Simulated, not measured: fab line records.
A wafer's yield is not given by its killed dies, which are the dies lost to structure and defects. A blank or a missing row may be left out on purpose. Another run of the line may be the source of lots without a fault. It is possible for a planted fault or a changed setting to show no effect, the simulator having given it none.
Matching of chambers | flow nand harc | NHARC_P_CONTACT_DEP_30 on pecvd-02 has 3 sister chambers
The step deposits SiNx, target thk 30 nm. 14 wafers are shown with their chamber, then 7 later ones without.

== WAFERS, EACH WITH ITS CHAMBER ==
wafer  | chamber | heater power w (W)
L297.2 | 2       | 816
L297.5 | 2       | 833
L297.6 | 0       | 918
L298.3 | 1       | 742
L298.4 | 0       | 956
L298.6 | 1       | 749
L300.1 | 0       | 930
L300.2 | 2       | 815
L300.3 | 1       | 718
L304.1 | 1       | 680
L304.4 | 1       | 685
L304.5 | 2       | 785
L307.2 | 0       | 904
L307.4 | 1       | 654

SIGNATURES (means of the wafers above)
reading        | chamber 0 | chamber 1 | chamber 2 | scatter within a chamber
heater power w | 927.00    | 704.67    | 812.25    | 29.8
Rule: distance of a wafer from a chamber = root of the sum over the readings of ((wafer's reading minus chamber's mean) / reading's scatter) squared. If the next closest chamber is less than 2 further off than the closest, the wafer can't be placed; otherwise it belongs to the closest. The scatter: take each reading less its chamber's mean, square it, sum over the shown wafers, divide by the number of wafers less the number of chambers, and take the root.

== WAFERS MISSING THEIR CHAMBER ==
wafer  | heater power w (W)
L307.6 | 912
L313.2 | 797
L313.3 | 847
L313.6 | 773
L314.1 | 881
L314.4 | 732
L314.5 | 861

== EACH ONE'S CHAMBER ==
wafer  | from the rows above     | in truth
L307.6 | 0                       | 0
L313.2 | 2                       | 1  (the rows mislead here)
L313.3 | can't be placed: 2 or 0 | 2
L313.6 | can't be placed: 2 or 1 | 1
L314.1 | can't be placed: 0 or 2 | 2
L314.4 | can't be placed: 1 or 2 | 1
L314.5 | can't be placed: 2 or 0 | 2
Correctly placed: 1 of 7. Not placeable from these rows: 5 (in 5, the candidates include the true chamber). Wrongly placed: 1.
